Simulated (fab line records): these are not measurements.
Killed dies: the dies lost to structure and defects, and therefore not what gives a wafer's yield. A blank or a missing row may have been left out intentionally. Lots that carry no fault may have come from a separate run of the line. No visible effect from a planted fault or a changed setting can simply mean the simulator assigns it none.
8D (eight disciplines) problem report, filled in by code || flow nand harc || the parts of the form that need people (team, actions taken, sign-off) are left out

## 1. WHAT IS WRONG
raw defect count at NHARC_P_M2_INSPECT_27 reads a mean of 4722 on 2 wafers of 2 lots; wafers without a fault read 349 with a standard deviation of 140. Measured from the usual mean, that is +31 standard deviations.
First observed at day 9 13:11: wafer L509.1, on defect inspect-01. At this step, 35 wafers from 12 lots have a number in the record. Rule for "out", or "out of limits": more than 4 standard deviations from the usual mean. All remaining wafers that have a number are taken as sound.

## 2. WHAT IT IS, AND WHAT IT ISN'T
{"question": "which readings at this step", "is": "raw defect count", "is not": "-"}
{"question": "which lots", "is": "L509, L510", "is not": "L496, L499, L500, L501, L502, L503, L514, L515, L516, L519"}
{"question": "which wafers of those lots", "is": "L509.1, L510.3", "is not": "L509.2, L509.4, L510.4"}
{"question": "read on which gauges", "is": "defect inspect-01", "is not": "defect inspect-02"}
{"question": "when", "is": "from day 9 13:11", "is not": "up to then (20 sound wafers); but 13 sound wafers of L510, L514, L515, L516, L519 came after"}

## 3. THE SUSPECTS, EACH WITH WHAT RULES IT OUT
Counting: a tool at a process step up to the reading stays a suspect if it ran every lot that is out. Sound lots after the first of them don't rule it out here, since some wafers of a struck lot are sound.
- ruled out: the gauge at NHARC_P_M2_INSPECT_27. All the wafers that are out were read on defect inspect-01, but those of them that NHARC_END_SORT_01 has rows for are out there too, on other tools.
- cmp-02 at NHARC_P_M2_CMP_23 (polishes, t overpolish 20 s, target thk 144.3 nm): kept. Ran every lot that is out, first one L509 (day 9 12:42); last sound lot up to then L503 (day 8 00:23).
Left after counting: cmp-02 at NHARC_P_M2_CMP_23.

## 4. THE CAUSE (what the simulator had put in)
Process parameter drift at NHARC_P_M2_CMP_23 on cmp-02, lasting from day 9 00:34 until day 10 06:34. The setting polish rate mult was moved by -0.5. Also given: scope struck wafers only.
After counting, this tool was the only one left.

## 5. THE EFFECT CHAIN, in route order
Each row: a reading whose mean over the struck wafers that have a number lies more than 3 standard deviations from the usual. Scope: only readings with a usual standard deviation given in the record; hours: median across lots of the time from each lot's start at the first step in this table that gives one to its start at this step; sigmas: change in usual standard deviations.
{"hours": 0, "step": "NHARC_P_M2_CMP_23", "reading": "time to endpoint s", "usual": "29.4 s", "on struck wafers": 37.1, "change": "+7.8", "sigmas": "+3.5"}
{"hours": 0, "step": "NHARC_P_M2_INSPECT_27", "reading": "raw defect count", "usual": 349, "on struck wafers": 4722, "change": "+4374", "sigmas": "+31"}
{"hours": 304, "step": "NHARC_END_SORT_01", "reading": "defect limited yield", "usual": "95.4 %", "on struck wafers": 0.0, "change": -95.4, "sigmas": -64}
{"hours": 304, "step": "NHARC_END_SORT_01", "reading": "killed at periphery", "usual": 3.8, "on struck wafers": 658.5, "change": "+654.7", "sigmas": "+99 or more"}
{"hours": 304, "step": "NHARC_END_SORT_01", "reading": "killed dies", "usual": 31, "on struck wafers": 677, "change": "+646", "sigmas": "+65"}
{"hours": 304, "step": "NHARC_END_SORT_01", "reading": "sort_bin_3_pct", "usual": "0.23 %", "on struck wafers": 97.27, "change": "+97.03", "sigmas": "+99 or more"}
{"hours": 304, "step": "NHARC_END_SORT_01", "reading": "sort n pass", "usual": 646, "on struck wafers": 0, "change": -646, "sigmas": -65}
{"hours": 304, "step": "NHARC_END_SORT_01", "reading": "sort rim yield pct", "usual": "94 %", "on struck wafers": 0, "change": -94, "sigmas": -29}
{"hours": 304, "step": "NHARC_END_SORT_01", "reading": "sort yield pct", "usual": "95.4 %", "on struck wafers": 0.0, "change": -95.4, "sigmas": -64}
The process steps in it:
- NHARC_P_M2_CMP_23: polishes, t overpolish 20 s, target thk 144.3 nm.

## 6. WHAT WOULD HAVE CAUGHT IT SOONER
The first out-of-limits reading at a measuring or inspecting step in this record came at day 9 13:11, 13 hours after the fault's start at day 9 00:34.
Of the tool readings at NHARC_P_M2_CMP_23 for which the record gives a usual standard deviation, none was out on any struck wafer, so an alarm limit of 4 standard deviations on them would not have fired.
Lots out: 2; of these, L510 started NHARC_P_M2_CMP_23 on cmp-02 after day 9 13:11. Had the tool been put on hold then, it would have been spared.
